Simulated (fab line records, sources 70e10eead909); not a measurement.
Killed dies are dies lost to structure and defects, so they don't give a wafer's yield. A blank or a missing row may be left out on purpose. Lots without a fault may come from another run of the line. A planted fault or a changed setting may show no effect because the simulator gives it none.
Chamber matching | flow nand_harc | NHARC_P_ZERO_WELL_ETCH_63 on rie_si-04: 4 sister chambers
The step etches the open film in HBr/Cl2, target depth 120 nm, time 40.1 s. 4 wafers are shown with their chamber, then 7 later ones without.

WAFERS WITH THEIR CHAMBER
wafer  | chamber | drypump_motor_current_A (A)
L190.2 | 3       | 5.4
L190.4 | 0       | 5.6
L191.1 | 2       | 5.7
L191.2 | 1       | 4.9

WAFERS WITHOUT THEIR CHAMBER
wafer  | drypump_motor_current_A (A)
L191.3 | 5.5
L194.2 | 5.5
L194.4 | 4.9
L194.6 | 5.5
L195.2 | 5.5
L195.4 | 5.7
L195.6 | 4.9

WHICH CHAMBER EACH WENT THROUGH
wafer  | from the rows above          | in truth
L191.3 | can't be placed: 0 or 3 or 2 | 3
L194.2 | can't be placed: 0 or 3 or 2 | 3
L194.4 | 1                            | 1
L194.6 | can't be placed: 0 or 3 or 2 | 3
L195.2 | can't be placed: 0 or 3 or 2 | 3
L195.4 | can't be placed: 2 or 0      | 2
L195.6 | 1                            | 1
Placed correctly: 2 of 7. Can't be placed from these rows: 5 (the true chamber is among the candidates in 5). Placed wrongly: 0.
How it was worked out, from the rows above alone: a wafer's distance from a chamber is the root of the sum, over the readings, of the square of ((its reading less the chamber's mean) divided by the reading's scatter). The wafer belongs to the nearest chamber; if the next one is less than 2 further off, it can't be placed. A chamber's mean is the mean of its shown wafers. The scatter: with one shown wafer a chamber, the root of the mean of the squares of how far each hidden wafer lies from its nearest shown one.
